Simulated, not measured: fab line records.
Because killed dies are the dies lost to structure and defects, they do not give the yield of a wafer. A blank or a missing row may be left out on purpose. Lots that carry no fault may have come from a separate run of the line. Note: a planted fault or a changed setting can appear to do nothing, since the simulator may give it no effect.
fab line records | flow nand_harc | part 2 of 2: steps 5 to 6 of 6
[record] lots = 22 | wafers = 66 | last_day = 24
route steps=1159 shown A_STAIRCASE@559
lots untouched by any fault: they come from a run of this same line in which no faults occurred
start_h: the number of hours between the record's first day and the start of the first shown wafer of the lot | wait_h: hours since the lot's step before | " identical to the entry in the row above | L1.1+2: a single row standing in for several wafers | - no value, or no start given | * or withheld: withheld | < > ~ a bound
route shown NAME@n: NAME is a module with steps in the file, n the number in the route of the first one | usual: average and standard deviation across the fault-free wafers | same: alike in all rows | chamber/n: place in a boat | sites: each site's reading | _std_site: standard deviation across them | _edge_site: mean of outer sites minus mean of inner sites | radius_mm: for every site, how far away it sits from the centre of the wafer | mask NAME#n: copy n | behind: the tool/chamber that last shaped the wafer | hold: what put the lot on hold/how long, in hours/how the hold closed | device: names the non-switching transistor (n, p or np) | end of line: the route-end tests of the same wafers | a step given without rows: its recipe and nothing more | killed: dies that structure and defects cost at the first sort, which is not the same as the wafer's yield | map: the dies of a wafer, with x for killed, . for not killed, _ for no die there
set.NAME: the setting that was run; set.NAME@STEP: the one run at that earlier step | model.NAME: the simulator's own value behind a step, which no gauge read
one table for each step of the route and one row for each wafer, over a sample of lots
services: from which hour (start_h, from the record's first day; less than 0 if before it) a tool's chamber was out of use, for how many hours, and why
[[steps]]
[step NHARC_A_STAIRCASE_TRIM_224]
[recipe] time_s = 211.2 | o2_flow_sccm = 500 | ar_flow_sccm = 0 | bias_w = 0 | chemistry = O2
[usual] chamber_pressure_mTorr = 60.00/0.056 | drypump_motor_current_A = 5.9/0.42 | o2_flow_sccm = 500.1/1.6 | oes_product_au = 1.000/0.0095 | rf_vpp_V = 57.6/0.84 | showerhead_plenum_p_Torr = 3.53/0.15 | throttle_valve_pct = 17.037/0.0085
lot.wafer | tool        | chamber | start_h | wait_h | chamber_pressure_mTorr | drypump_motor_current_A | o2_flow_sccm | oes_product_au | rf_hours_counter_h | rf_vpp_V | showerhead_plenum_p_Torr | throttle_valve_pct
L074.6    | rie_diel-10 | 1       | -       | -      | 59.95                  | 5.7                     | 501.5        | 1.006          | -                  | 57.5     | 3.80                     | 17.028
L074.5    | "           | 2       | "       | "      | 60.08                  | 6.4                     | 504.2        | 1.001          | -                  | 58.3     | 3.64                     | 17.048
L074.4    | "           | 3       | "       | "      | 60.01                  | 5.9                     | 500.6        | 1.005          | -                  | 57.9     | 3.28                     | 17.032
L076.3    | rie_diel-02 | 0       | -       | -      | 59.94                  | 6.1                     | 501.0        | 0.972          | 43                 | 57.8     | 3.38                     | 17.035
L076.5    | "           | 1       | "       | "      | 59.97                  | 5.4                     | 503.1        | 0.993          | -                  | 56.0     | 3.43                     | 17.035
L076.6    | "           | 2       | "       | "      | 59.86                  | 5.2                     | 499.2        | 0.999          | -                  | 58.1     | 3.48                     | 17.028
L077.1    | rie_diel-10 | 1       | -       | -      | 59.94                  | 5.7                     | 500.5        | 0.995          | 31                 | 59.1     | 3.79                     | 17.045
L077.2    | "           | 0       | "       | "      | 60.06                  | 6.2                     | 498.8        | 1.005          | 22                 | 57.0     | 3.71                     | 17.023
L077.4    | "           | 0       | "       | "      | 60.06                  | 6.2                     | 501.1        | 1.005          | -                  | 56.9     | 3.71                     | 17.035
L078.4    | rie_diel-02 | 3       | -       | -      | 59.97                  | 6.4                     | 502.3        | 1.002          | 45                 | 58.4     | 3.56                     | 17.028
L078.6    | "           | 2       | "       | "      | 60.00                  | 5.2                     | 500.2        | 0.996          | -                  | 57.7     | 3.48                     | 17.040
L078.5    | "           | 3       | "       | "      | 60.04                  | 6.4                     | 498.0        | 1.005          | -                  | 57.5     | 3.56                     | 17.035
L079.1    | rie_diel-10 | 1       | -       | -      | 60.08                  | 5.6                     | 499.2        | 1.003          | 36                 | 59.1     | 3.79                     | 17.041
L079.2    | "           | 2       | "       | "      | 60.02                  | 6.4                     | 501.1        | 1.015          | 26                 | 57.7     | 3.64                     | 17.046
L079.6    | "           | 1       | "       | "      | 59.94                  | 5.7                     | 501.6        | 1.000          | -                  | 58.5     | 3.79                     | 17.041
L081.2    | rie_diel-02 | 0       | -       | -      | 60.05                  | 6.1                     | 498.6        | 0.992          | 47                 | 57.2     | 3.38                     | 17.033
L081.4    | "           | 1       | "       | "      | 59.99                  | 5.4                     | 498.0        | 0.993          | 45                 | 56.6     | 3.43                     | 17.043
L081.1    | "           | 2       | "       | "      | 60.06                  | 5.2                     | 500.4        | 0.990          | 44                 | 57.5     | 3.48                     | 17.044
L080.3    | rie_diel-06 | 2       | -       | -      | 59.94                  | 5.4                     | 499.3        | 1.009          | 10                 | 57.2     | 3.59                     | 17.044
L080.6    | "           | 3       | "       | "      | 60.04                  | 6.0                     | 503.4        | 1.016          | -                  | 57.6     | 3.69                     | 17.047
L080.5    | "           | 0       | "       | "      | 60.12                  | 6.5                     | 498.6        | 0.992          | -                  | 58.2     | 3.48                     | 17.015
L082.4    | rie_diel-02 | 1       | -       | -      | 59.87                  | 5.4                     | 500.1        | 1.000          | 53                 | 57.9     | 3.42                     | 17.030
L082.6    | "           | 0       | "       | "      | 60.02                  | 6.1                     | 498.2        | 1.001          | -                  | 57.7     | 3.37                     | 17.039
L082.5    | "           | 1       | "       | "      | 59.91                  | 5.4                     | 501.5        | 0.995          | -                  | 58.6     | 3.42                     | 17.038
L084.4    | rie_diel-02 | 2       | -       | -      | 60.06                  | 5.2                     | 498.2        | 0.996          | 49                 | 57.4     | 3.48                     | 17.039
L084.1    | "           | 3       | "       | "      | 60.01                  | 6.3                     | 499.8        | 0.986          | 56                 | 56.5     | 3.55                     | 17.039
L084.2    | "           | 0       | "       | "      | 60.05                  | 6.1                     | 500.9        | 0.985          | 57                 | 57.7     | 3.37                     | 17.043
L083.4    | rie_diel-06 | 0       | -       | -      | 60.03                  | 6.4                     | 499.3        | 0.989          | 20                 | 57.6     | 3.48                     | 17.019
L083.6    | "           | 3       | "       | "      | 60.02                  | 6.0                     | 501.6        | 1.018          | -                  | 57.9     | 3.68                     | 17.040
L083.5    | "           | 0       | "       | "      | 60.05                  | 6.5                     | 499.0        | 0.969          | -                  | 57.4     | 3.48                     | 17.036
L090.1    | rie_diel-10 | 2       | -       | -      | 59.90                  | 6.4                     | 499.9        | 0.994          | 45                 | 57.6     | 3.63                     | 17.039
L090.4    | "           | 3       | "       | "      | 59.89                  | 6.0                     | 502.1        | 0.995          | 52                 | 57.4     | 3.27                     | 17.033
L090.5    | "           | 1       | "       | "      | 60.00                  | 5.7                     | 499.1        | 0.996          | -                  | 58.6     | 3.78                     | 17.036
L087.1    | rie_diel-10 | 2       | -       | -      | 60.02                  | 6.4                     | 502.9        | 1.003          | 47                 | 59.0     | 3.62                     | 17.035
L087.6    | "           | 2       | "       | "      | 60.02                  | 6.4                     | 501.2        | 0.993          | -                  | 57.4     | 3.62                     | 17.040
L087.5    | "           | 3       | "       | "      | 60.00                  | 5.9                     | 499.0        | 0.997          | -                  | 58.0     | 3.26                     | 17.029
L089.4    | rie_diel-10 | 1       | -       | -      | 59.97                  | 5.7                     | 502.7        | 0.994          | 58                 | 58.3     | 3.77                     | 17.026
L089.6    | "           | 0       | "       | "      | 59.93                  | 6.2                     | 500.9        | 0.999          | -                  | 56.5     | 3.70                     | 17.021
L089.5    | "           | 1       | "       | "      | 60.07                  | 5.7                     | 499.7        | 0.997          | -                  | 57.1     | 3.77                     | 17.042
L088.3    | rie_diel-06 | 3       | -       | -      | 59.89                  | 6.0                     | 500.5        | 1.018          | 33                 | 56.9     | 3.67                     | 17.032
L088.1    | "           | 0       | "       | "      | 60.02                  | 6.4                     | 501.6        | 0.986          | 33                 | 57.1     | 3.47                     | 17.032
L088.6    | "           | 3       | "       | "      | 60.00                  | 6.0                     | 498.2        | 1.020          | -                  | 59.0     | 3.67                     | 17.042
L086.1    | rie_diel-10 | 2       | -       | -      | 60.04                  | 6.4                     | 499.0        | 0.984          | 50                 | 58.4     | 3.62                     | 17.062
L086.3    | "           | 3       | "       | "      | 59.94                  | 6.0                     | 497.2        | 0.995          | 56                 | 56.9     | 3.26                     | 17.035
L086.6    | "           | 3       | "       | "      | 60.01                  | 6.0                     | 500.1        | 1.000          | -                  | 57.2     | 3.26                     | 17.045
L091.1    | rie_diel-06 | 2       | -       | -      | 60.05                  | 5.5                     | 500.7        | 1.016          | 32                 | 56.9     | 3.58                     | 17.041
L091.3    | "           | 3       | "       | "      | 59.99                  | 6.0                     | 504.1        | 1.013          | 36                 | 57.5     | 3.67                     | 17.044
L091.4    | "           | 1       | "       | "      | 60.07                  | 6.1                     | 501.8        | 1.005          | 36                 | 58.8     | 3.79                     | 17.035
L092.1    | rie_diel-02 | 2       | -       | -      | 59.95                  | 5.2                     | 499.6        | 0.994          | 2                  | 57.1     | 3.47                     | 17.029
L092.2    | "           | 3       | "       | "      | 60.07                  | 6.3                     | 500.3        | 1.010          | 3                  | 58.3     | 3.55                     | 17.038
L092.5    | "           | 3       | "       | "      | 59.99                  | 6.3                     | 498.8        | 1.007          | -                  | 57.3     | 3.55                     | 17.022
L093.3    | rie_diel-02 | 2       | 353.83  | -      | 59.92                  | 5.2                     | 499.0        | 1.002          | 5                  | 56.6     | 3.47                     | 17.034
L093.1    | "           | 3       | "       | "      | 59.94                  | 6.4                     | 502.6        | 1.000          | 5                  | 57.7     | 3.54                     | 17.043
L093.4    | "           | 0       | "       | "      | 60.03                  | 6.1                     | 501.2        | 0.994          | 5                  | 58.3     | 3.37                     | 17.038
L094.2    | rie_diel-02 | 3       | -       | -      | 60.05                  | 6.3                     | 502.3        | 1.011          | 11                 | 57.4     | 3.54                     | 17.029
L094.4    | "           | 0       | "       | "      | 60.02                  | 6.0                     | 498.6        | 1.014          | 12                 | 56.8     | 3.36                     | 17.035
L094.1    | "           | 2       | "       | "      | 60.02                  | 5.2                     | 498.0        | 1.008          | 10                 | 56.3     | 3.47                     | 17.061
L096.1    | rie_diel-02 | 3       | -       | -      | 59.90                  | 6.4                     | 500.1        | 0.987          | 13                 | 56.9     | 3.54                     | 17.034
L096.2    | "           | 2       | "       | "      | 60.02                  | 5.2                     | 499.4        | 0.993          | 11                 | 56.3     | 3.46                     | 17.025
L096.6    | "           | 3       | "       | "      | 60.05                  | 6.4                     | 502.0        | 1.005          | -                  | 57.0     | 3.54                     | 17.034
L095.3    | rie_diel-02 | 0       | -       | -      | 60.10                  | 6.1                     | 498.7        | 0.993          | 15                 | 57.4     | 3.36                     | 17.037
L095.4    | "           | 3       | "       | "      | 60.04                  | 6.3                     | 499.7        | 1.011          | 14                 | 58.1     | 3.54                     | 17.034
L095.6    | "           | 1       | "       | "      | 59.98                  | 5.4                     | 498.6        | 1.013          | -                  | 57.3     | 3.41                     | 17.047
L097.2    | rie_diel-06 | 3       | -       | -      | 59.93                  | 6.0                     | 499.8        | 1.014          | 51                 | 58.0     | 3.66                     | 17.037
L097.1    | "           | 0       | "       | "      | 60.04                  | 6.5                     | 498.5        | 1.006          | 51                 | 57.3     | 3.46                     | 17.058
L097.4    | "           | 1       | "       | "      | 60.04                  | 6.0                     | 500.7        | 1.010          | 54                 | 57.9     | 3.78                     | 17.033
[step NHARC_A_STAIRCASE_ETCH_230]
[recipe] target_depth_a = 1000 | time_s = 40.5 | ion_energy_ev = 400 | c4f8_flow_sccm = 20 | o2_flow_sccm = 10 | ar_flow_sccm = withheld | rf_w = 600 | bias_w = 1000 | chemistry = C4F8/O2
[usual] chamber_pressure_mTorr = 24.997/0.021 | oes_product_au = 0.950/0.015 | rf_vpp_V = 898/6.3
lot.wafer | tool        | chamber | start_h | wait_h | chamber_pressure_mTorr | oes_product_au | rf_hours_counter_h | rf_vpp_V
L074.5    | rie_diel-10 | 1       | -       | -      | 24.998                 | 0.934          | -                  | 905
L074.4    | "           | 2       | "       | "      | 24.987                 | 0.939          | -                  | 900
L074.6    | "           | 3       | "       | "      | 25.007                 | 0.939          | -                  | 887
L076.3    | rie_diel-10 | 3       | -       | -      | 25.014                 | 0.941          | 28                 | 885
L076.6    | "           | 1       | "       | "      | 24.986                 | 0.934          | -                  | 906
L076.5    | "           | 3       | "       | "      | 25.031                 | 0.940          | -                  | 887
L077.2    | rie_diel-10 | 1       | -       | -      | 24.962                 | 0.940          | 32                 | 906
L077.1    | "           | 3       | "       | "      | 24.988                 | 0.953          | 29                 | 887
L077.4    | "           | 3       | "       | "      | 24.996                 | 0.948          | -                  | 888
L078.4    | rie_diel-02 | 1       | -       | -      | 25.011                 | 0.933          | 44                 | 893
L078.6    | "           | 3       | "       | "      | 24.973                 | 0.931          | -                  | 897
L078.5    | "           | 0       | "       | "      | 25.008                 | 0.925          | -                  | 892
L079.2    | rie_diel-10 | 3       | -       | -      | 25.005                 | 0.949          | 34                 | 886
L079.1    | "           | 2       | "       | "      | 25.001                 | 0.941          | 26                 | 899
L079.6    | "           | 3       | "       | "      | 24.992                 | 0.943          | -                  | 884
L081.1    | rie_diel-06 | 2       | -       | -      | 24.951                 | 0.970          | 9                  | 900
L081.2    | "           | 0       | "       | "      | 25.001                 | 0.960          | 10                 | 893
L081.4    | "           | 1       | "       | "      | 25.010                 | 0.977          | 9                  | 905
L080.3    | rie_diel-02 | 2       | -       | -      | 25.006                 | 0.978          | 46                 | 893
L080.5    | "           | 2       | "       | "      | 25.042                 | 0.973          | -                  | 895
L080.6    | "           | 3       | "       | "      | 24.981                 | 0.979          | -                  | 897
L082.4    | rie_diel-02 | 3       | -       | -      | 25.008                 | 0.960          | 55                 | 896
L082.6    | "           | 3       | "       | "      | 24.980                 | 0.957          | -                  | 897
L082.5    | "           | 0       | "       | "      | 24.947                 | 0.948          | -                  | 891
L084.4    | rie_diel-06 | 0       | -       | -      | 24.954                 | 0.963          | 19                 | 893
L084.2    | "           | 1       | "       | "      | 24.989                 | 0.930          | 21                 | 906
L084.1    | "           | 3       | "       | "      | 25.002                 | 0.939          | 20                 | 899
L083.4    | rie_diel-10 | 0       | -       | -      | 24.978                 | 0.964          | 37                 | 902
L083.5    | "           | 2       | "       | "      | 24.992                 | 0.971          | -                  | 899
L083.6    | "           | 3       | "       | "      | 25.006                 | 0.967          | -                  | 886
L090.4    | rie_diel-06 | 2       | -       | -      | 25.012                 | 0.933          | 25                 | 898
L090.1    | "           | 1       | "       | "      | 25.007                 | 0.925          | 29                 | 906
L090.5    | "           | 3       | "       | "      | 24.997                 | 0.936          | -                  | 902
L087.1    | rie_diel-10 | 1       | -       | -      | 24.965                 | 0.942          | 59                 | 905
L087.6    | "           | 2       | "       | "      | 25.011                 | 0.943          | -                  | 899
L087.5    | "           | 3       | "       | "      | 25.018                 | 0.971          | -                  | 885
L089.4    | rie_diel-10 | 1       | -       | -      | 24.991                 | 0.934          | 59                 | 906
L089.6    | "           | 2       | "       | "      | 24.998                 | 0.930          | -                  | 900
L089.5    | "           | 3       | "       | "      | 25.043                 | 0.937          | -                  | 885
L088.3    | rie_diel-06 | 2       | -       | -      | 25.007                 | 0.948          | 29                 | 898
L088.1    | "           | 3       | "       | "      | 25.004                 | 0.968          | 33                 | 901
L088.6    | "           | 3       | "       | "      | 25.001                 | 0.965          | -                  | 901
L086.1    | rie_diel-10 | 0       | -       | -      | 24.984                 | 0.945          | 50                 | 901
L086.3    | "           | 2       | "       | "      | 24.991                 | 0.928          | 50                 | 900
L086.6    | "           | 0       | "       | "      | 24.976                 | 0.949          | -                  | 902
L091.1    | rie_diel-06 | 2       | -       | -      | 24.965                 | 0.965          | 32                 | 899
L091.4    | "           | 3       | "       | "      | 25.038                 | 0.966          | 36                 | 899
L091.3    | "           | 0       | "       | "      | 24.990                 | 0.940          | 36                 | 893
L092.1    | rie_diel-02 | 1       | -       | -      | 25.030                 | 0.938          | 2                  | 892
L092.2    | "           | 3       | "       | "      | 24.988                 | 0.946          | 3                  | 897
L092.5    | "           | 1       | "       | "      | 25.000                 | 0.948          | -                  | 891
L093.4    | rie_diel-06 | 2       | -       | -      | 24.969                 | 0.962          | 35                 | 898
L093.1    | "           | 3       | "       | "      | 24.994                 | 0.964          | 39                 | 900
L093.3    | "           | 0       | "       | "      | 24.998                 | 0.922          | 39                 | 895
L094.1    | rie_diel-10 | 0       | -       | -      | 25.028                 | 0.953          | 1                  | 903
L094.2    | "           | 1       | "       | "      | 25.033                 | 0.977          | 1                  | 905
L094.4    | "           | 2       | "       | "      | 24.983                 | 0.947          | -                  | 901
L096.2    | rie_diel-02 | 3       | -       | -      | 25.018                 | 0.943          | 13                 | 898
L096.1    | "           | 2       | "       | "      | 24.974                 | 0.952          | 12                 | 893
L096.6    | "           | 3       | "       | "      | 25.011                 | 0.939          | -                  | 896
L095.3    | rie_diel-10 | 0       | -       | -      | 24.994                 | 0.973          | 4                  | 902
L095.6    | "           | 2       | "       | "      | 25.017                 | 0.957          | -                  | 901
L095.4    | "           | 1       | "       | "      | 24.981                 | 0.975          | -                  | 904
L097.2    | rie_diel-10 | 2       | -       | -      | 24.999                 | 0.921          | 10                 | 899
L097.1    | "           | 0       | "       | "      | 24.970                 | 0.938          | 10                 | 901
L097.4    | "           | 0       | "       | "      | 24.994                 | 0.933          | -                  | 902
[[services]]
tool        | chamber | start_h | hours | kind
rie_diel-10 | 0       | 210.10  | -     | clean
rie_diel-10 | 1       | 210.10  | -     | clean
rie_diel-10 | 2       | 210.10  | -     | clean
rie_diel-10 | 3       | 210.10  | -     | clean
rie_diel-10 | 0       | 232.39  | 22.6  | repair
rie_diel-10 | 1       | 234.60  | -     | clean
rie_diel-10 | 2       | 234.60  | -     | clean
rie_diel-10 | 3       | 234.60  | -     | clean
rie_diel-06 | -       | 241.43  | 9.0   | pm
rie_diel-10 | 0       | 259.12  | -     | clean
rie_diel-10 | 1       | 259.12  | -     | clean
rie_diel-10 | 2       | 259.12  | -     | clean
rie_diel-10 | 3       | 259.12  | -     | clean
rie_diel-10 | 0       | 283.91  | -     | clean
rie_diel-10 | 1       | 283.91  | -     | clean
rie_diel-10 | 2       | 283.91  | -     | clean
rie_diel-10 | 3       | 283.91  | -     | clean
rie_diel-10 | 0       | 308.41  | -     | clean
rie_diel-10 | -       | 310.41  | 0.8   | repair
rie_diel-02 | -       | 329.09  | 9.0   | pm
rie_diel-10 | -       | 353.53  | 9.0   | pm
rie_diel-10 | 3       | 367.24  | 13.3  | repair
rie_diel-10 | 1       | 386.81  | 5.0   | repair
rie_diel-06 | -       | 390.24  | 1.4   | repair
